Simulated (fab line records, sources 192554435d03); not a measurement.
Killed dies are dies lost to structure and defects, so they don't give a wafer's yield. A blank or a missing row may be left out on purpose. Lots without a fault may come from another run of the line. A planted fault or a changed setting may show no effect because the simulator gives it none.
Problem report in the 8D (eight disciplines) form, filled by code | flow n5_finfet | the parts of the form that need people (team, actions taken, sign-off) are left out

1. THE PROBLEM
killed_at_front_end at N5_PASSIVATION_PROBE_49 reads a mean of 125 on 3 wafers of 2 lots; wafers without a fault read 39 with a standard deviation of 11. That is +7.8 standard deviations from the usual mean.
First seen on wafer L620.4, day 15 17:57, on prober-02. The record holds 6 wafers of 2 lots with a number at this step. Rule for "out", or "out of limits": more than 4 standard deviations from the usual mean. The other wafers with a number count as sound.

2. WHAT IT IS AND WHAT IT IS NOT
question                    | is                                                                                                       | is not
which readings at this step | killed_at_front_end, defect_limited_yield, killed_dies, sort_bin_5_function, sort_n_pass, sort_yield_pct | killed_at_M0_to_M3, killed_at_M4_up, killed_at_contacts, killed_at_other, killed_on_rim, killed_open, killed_short
which lots                  | L620, L621                                                                                               | -
which wafers of those lots  | L620.4, L620.5, L621.2                                                                                   | L620.1, L621.5, L621.6
read on which tools         | prober-02                                                                                                | -
when                        | from day 15 17:57                                                                                        | up to then (1 sound wafer); but 2 sound wafers of L621 came after

3. SUSPECTS, AND WHAT RULES EACH OUT
Counting: a tool at a process step up to the reading stays a suspect if it ran every lot that is out. Sound lots after the first of them don't rule it out here, since some wafers of a struck lot are sound.
- rie_si-04 at N5_PMOS_HMC_CHANNEL_EPI_FIN_RECESS_16 (chemistry HBr/Cl2, target Si, target depth 54 nm, time 18 s): kept. It ran every lot that is out, first L620 (day 4 07:55).
- prober-02 at N5_PASSIVATION_PROBE_49: kept. It ran every lot that is out, first L620 (day 15 17:48). Its own readings are out on those wafers: defect_limited_yield, killed_at_front_end, killed_dies, sort_bin_5_function, sort_n_pass, sort_yield_pct.
- Within rie_si-04 at N5_PMOS_HMC_CHANNEL_EPI_FIN_RECESS_16: the wafers that are out ran in chamber 2; their sound lot-mates ran in chambers 0, 3.
Left after counting: rie_si-04 at N5_PMOS_HMC_CHANNEL_EPI_FIN_RECESS_16, prober-02 at N5_PASSIVATION_PROBE_49.

4. THE CAUSE (what the simulator had put in)
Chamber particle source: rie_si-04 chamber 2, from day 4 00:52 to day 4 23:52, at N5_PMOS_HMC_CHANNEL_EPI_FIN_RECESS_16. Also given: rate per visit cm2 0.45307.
Counting left 2 suspects, and this tool is among them.

5. THE CHAIN OF EFFECTS, in route order
Each row: a reading whose mean over the struck wafers that have a number lies more than 3 standard deviations from the usual. Only readings for which the record gives a usual standard deviation are gone through. hours: the time from each lot's start at the first step in this table that gives one to its start at this step, as a median over the lots. sigmas: the change in usual standard deviations.
hours | step                    | reading              | usual  | on struck wafers | change | sigmas
0     | N5_PASSIVATION_PROBE_49 | defect_limited_yield | 91.1 % | 83.7             | -7.4   | -5.3
0     | N5_PASSIVATION_PROBE_49 | killed_at_front_end  | 39     | 125              | +86    | +7.8
0     | N5_PASSIVATION_PROBE_49 | killed_dies          | 105    | 193              | +88    | +5.5
0     | N5_PASSIVATION_PROBE_49 | sort_bin_5_function  | 5.2 %  | 10.9             | +5.7   | +6.5
0     | N5_PASSIVATION_PROBE_49 | sort_n_pass          | 1075   | 987              | -88    | -5.5
0     | N5_PASSIVATION_PROBE_49 | sort_yield_pct       | 91.1 % | 83.7             | -7.4   | -5.3
The process steps in it:
- N5_PASSIVATION_PROBE_49

6. WHAT WOULD HAVE CAUGHT IT SOONER
In this record the first reading out of limits was taken at day 15 17:57, 281 hours after the fault began at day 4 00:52.
Of the tool readings at N5_PMOS_HMC_CHANNEL_EPI_FIN_RECESS_16 for which the record gives a usual standard deviation, none was out on any struck wafer, so an alarm limit of 4 standard deviations on them would not have fired.
All the lots that are out (2) had begun N5_PMOS_HMC_CHANNEL_EPI_FIN_RECESS_16 on rie_si-04 by day 15 17:57. A hold on the tool at that time would have spared none of them.
